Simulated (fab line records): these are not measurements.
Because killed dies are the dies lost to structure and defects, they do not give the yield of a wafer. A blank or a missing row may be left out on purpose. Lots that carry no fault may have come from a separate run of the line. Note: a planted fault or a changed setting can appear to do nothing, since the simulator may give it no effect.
Problem report, 8D (eight disciplines) form, completed by code || flow nandHarc || the parts of the form that need people (team, actions taken, sign-off) are left out

## 1. WHAT IS WRONG
Mean of rawDefectCount at NHARC_P_M0_INSPECT_27: 932 across 6 wafers in 2 lots; on wafers with no fault it is 299 (standard deviation 93). That is +6.8 standard deviations from the usual mean.
First seen on wafer L152.1, day 10 13:07, on defectInspect-02. At this step, 33 wafers from 11 lots have a number in the record. By rule, "out" or "out of limits" means more than 4 standard deviations away from the usual mean. All remaining wafers that have a number are taken as sound.

## 2. WHAT IT IS AND WHAT IT IS NOT
{"question": "which readings at this step", "is": "rawDefectCount", "is not": "-"}
{"question": "which lots", "is": "L152, L153", "is not": "L133, L135, L136, L141, L142, L147, L150, L154, L156"}
{"question": "which wafers of those lots", "is": "all that have a number", "is not": "-"}
{"question": "read on which gauges", "is": "defectInspect-02", "is not": "defectInspect-01"}
{"question": "when", "is": "from day 10 13:07", "is not": "up to then (21 sound wafers); but 6 sound wafers of L154, L156 came after"}

## 3. SUSPECTS, AND WHAT RULES EACH OUT
Counting: any tool at a process step up to the reading is kept as a suspect provided that every lot that is out went through it and no sound lot did after the first of them.
- ruled out: the gauge at NHARC_P_M0_INSPECT_27. All the wafers that are out were read on defectInspect-02, but those of them that NHARC_P_M1_INSPECT_11 has rows for are out there too, on other tools.
- aldMetal-03 at NHARC_P_CONTACT_ALD_22 (deposits TiN, target thk 3 nm, pulse time 1 s, ald cycles 150): kept. It ran every lot that is out, first L152 (day 10 08:16), and no sound lot after that; its last sound lot up to then is L147 (day 8 19:55).
- rieDiel-06 at NHARC_P_M0_ETCH_34 (etches the open film in N2/H2, target depth 40 nm, overetch 12 nm, time 43.94 s): ruled out as a lasting fault. After its first lot that is out, L152 (day 10 10:43), sound lots L154 ran on it.
- cmp-01 at NHARC_P_M0_CMP_23 (polishes, t overpolish 20 s, target thk 117.53 nm): kept. It ran every lot that is out, first L152 (day 10 12:40), and no sound lot after that; its last sound lot up to then is L150 (day 10 02:41).
The count leaves cmp-01 at NHARC_P_M0_CMP_23 and aldMetal-03 at NHARC_P_CONTACT_ALD_22.

## 4. THE CAUSE (what the simulator had put in)
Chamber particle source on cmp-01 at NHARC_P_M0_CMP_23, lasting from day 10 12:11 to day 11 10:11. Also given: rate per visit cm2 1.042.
Counting leaves 2 suspects; this tool is one of them.

## 5. SEQUENCE OF EFFECTS, ordered by route
One row per reading whose mean, taken over the struck wafers that have a number, lies over 3 standard deviations from the usual. Only readings whose record carries a usual standard deviation are examined. hours: median over the lots of the time between each lot's start at the first step of this table that gives one and its start at this step. sigmas: the change, counted in usual standard deviations.
{"hours": 0, "step": "NHARC_P_M0_INSPECT_27", "reading": "rawDefectCount", "usual": 299, "on struck wafers": 932, "change": "+633", "sigmas": "+6.8"}
{"hours": 1, "step": "NHARC_P_M1_INSPECT_11", "reading": "rawDefectCount", "usual": 3.7, "on struck wafers": 679.3, "change": "+675.6", "sigmas": "+99 or more"}
{"hours": 313, "step": "NHARC_END_SORT_01", "reading": "defectLimitedYield", "usual": "95.6 %", "on struck wafers": 36.4, "change": -59.2, "sigmas": -37}
{"hours": 313, "step": "NHARC_END_SORT_01", "reading": "killedAtPeriphery", "usual": 3.3, "on struck wafers": 412.3, "change": "+409.0", "sigmas": "+99 or more"}
{"hours": 313, "step": "NHARC_END_SORT_01", "reading": "killedDies", "usual": 30, "on struck wafers": 430, "change": "+400", "sigmas": "+36"}
{"hours": 313, "step": "NHARC_END_SORT_01", "reading": "sort_bin_2_pct", "usual": "1.4 %", "on struck wafers": 24.1, "change": "+22.7", "sigmas": "+38"}
{"hours": 313, "step": "NHARC_END_SORT_01", "reading": "sort_bin_3_pct", "usual": "0.22 %", "on struck wafers": 5.37, "change": "+5.15", "sigmas": "+27"}
{"hours": 313, "step": "NHARC_END_SORT_01", "reading": "sort_bin_4_pct", "usual": "2.8 %", "on struck wafers": 34.1, "change": "+31.3", "sigmas": "+28"}
{"hours": 313, "step": "NHARC_END_SORT_01", "reading": "sortNPass", "usual": 647, "on struck wafers": 246, "change": -400, "sigmas": -36}
{"hours": 313, "step": "NHARC_END_SORT_01", "reading": "sortRimYieldPct", "usual": "95.8 %", "on struck wafers": 34.8, "change": -61.0, "sigmas": -20}
{"hours": 313, "step": "NHARC_END_SORT_01", "reading": "sortYieldPct", "usual": "95.6 %", "on struck wafers": 36.4, "change": -59.2, "sigmas": -37}

## 6. HOW IT WOULD HAVE BEEN CAUGHT EARLIER
In this record the first reading out of limits at a measuring or inspecting step was taken at day 10 13:07, 1 hour after the fault began at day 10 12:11.
Tool readings at NHARC_P_M0_CMP_23 with a usual standard deviation given in the record: none out on any struck wafer, hence no alarm at a limit of 4 standard deviations on them.
L153, from the lots that are out (2), started NHARC_P_M0_CMP_23 on cmp-01 later than day 10 13:07. Had the tool been put on hold then, it would have been spared.
